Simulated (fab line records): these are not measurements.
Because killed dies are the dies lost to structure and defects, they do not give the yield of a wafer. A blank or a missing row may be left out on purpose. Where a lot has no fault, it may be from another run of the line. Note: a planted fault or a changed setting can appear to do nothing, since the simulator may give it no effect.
A struck lot beside a sound one / flow nand_harc / 17 out of 1159 route steps
Sound: these wafers, L580.3, L580.5, L580.6. Wafers L584.1, L584.2, L584.4 were the ones struck. At the end, the cause is stated.
At each step with rows: each side's tool, then ch and its chambers, then its first start. Under that, the readings that differ: sound wafers / struck wafers / difference of the means / sigmas: that difference in standard deviations of wafers without a fault.
alike: readings whose means differ by less than 2 such deviations, and words and numbers that are the same on both sides. not compared: withheld readings, readings that some wafer has no value for, bounds like >300 that may hide the same value, and numbers for which the record gives no deviation and whose values overlap.
Wherever a step has rows on one side only, a row that says differs or no value, or a row with sigmas, the two part there. Numbers that don't overlap but have no deviation are shown without sigmas and don't part them. Lack of a reading on every wafer of one side parts them only where that side has two or more wafers.

NHARC_P_CONTACT_DEP_30: deposits SiNx, target thk 30 nm.
  sound on pecvd-03 ch 1,2, day 8 20:03; struck on pecvd-03 ch 0,1, day 9 14:20
  alike: heater_power_w
NHARC_P_CONTACT_DEP_00: deposits SiO2, target thk 500 nm.
  sound on pecvd-03 ch 1,2; struck on pecvd-03 ch 0,1
  alike: heater_power_w, throttle_valve_pct
NHARC_P_CONTACT_CMP_01: polishes SiO2, target thk 200 nm.
  sound on cmp-03 ch 1,2, day 8 20:44; struck on cmp-02 ch 0,1,2, day 9 15:03
  alike: motor_current_A
then, 8 steps without rows for these wafers: NHARC_P_CONTACT_SRD_03; NHARC_P_CONTACT_DEHYDRATE_04 (time 120 s); NHARC_P_CONTACT_HMDS_05 (time 30 s); NHARC_P_CONTACT_COAT_33 (time 75 s); NHARC_P_CONTACT_COAT_34 (time 65 s); NHARC_P_CONTACT_COAT_06 (resist thk 90 nm); NHARC_P_CONTACT_SOFTBAKE_07 (time 55 s); NHARC_P_CONTACT_EBR_08.
NHARC_P_CONTACT_EXPOSE_09: exposes mask P CA, target cd 90 nm.
  sound on arfi_scanner-01 ch 0, day 8 21:18; struck on arfi_scanner-02 ch 0, day 9 15:37
reading=model.P_CONTACT.overlay_x_nm (nm); sound=0.6772 0.6772 0.6772; struck=11.54 11.54 11.54; difference=+10.86; sigmas=
  alike: mask, reticle_temp_C
then, 2 steps without rows for these wafers: NHARC_P_CONTACT_PEB_10 (peb time 65 s); NHARC_P_CONTACT_DEVELOP_11 (develop time 35 s).
NHARC_P_CONTACT_CD_MEAS_12: the cd target is 90 nm.
  sound on cd_sem-01 ch 0, day 8 21:26; struck on cd_sem-03 ch 0, day 9 15:45
  alike: cd_nm
NHARC_P_CONTACT_OVL_MEAS_13:
  sound on overlay-01 at day 8 21:31; struck on overlay-01 at day 9 15:50
reading=overlay_x_nm (nm); sound=0.7 0.7 0.7; struck=11.6 11.9 11.4; difference=+10.9; sigmas=+13
  alike: overlay_y_nm
NHARC_P_CONTACT_INSPECT_14:
  sound on defect_inspect-01 at day 8 21:34; struck on defect_inspect-01 at day 9 15:53
reading=raw_defect_count; sound=5 10 8; struck=3 0 1; difference=-6; sigmas=-3

## WHERE THEY PART
At NHARC_P_CONTACT_OVL_MEAS_13 first; at NHARC_P_CONTACT_INSPECT_14 last (within this record only).

WHY: whatever the simulator had introduced
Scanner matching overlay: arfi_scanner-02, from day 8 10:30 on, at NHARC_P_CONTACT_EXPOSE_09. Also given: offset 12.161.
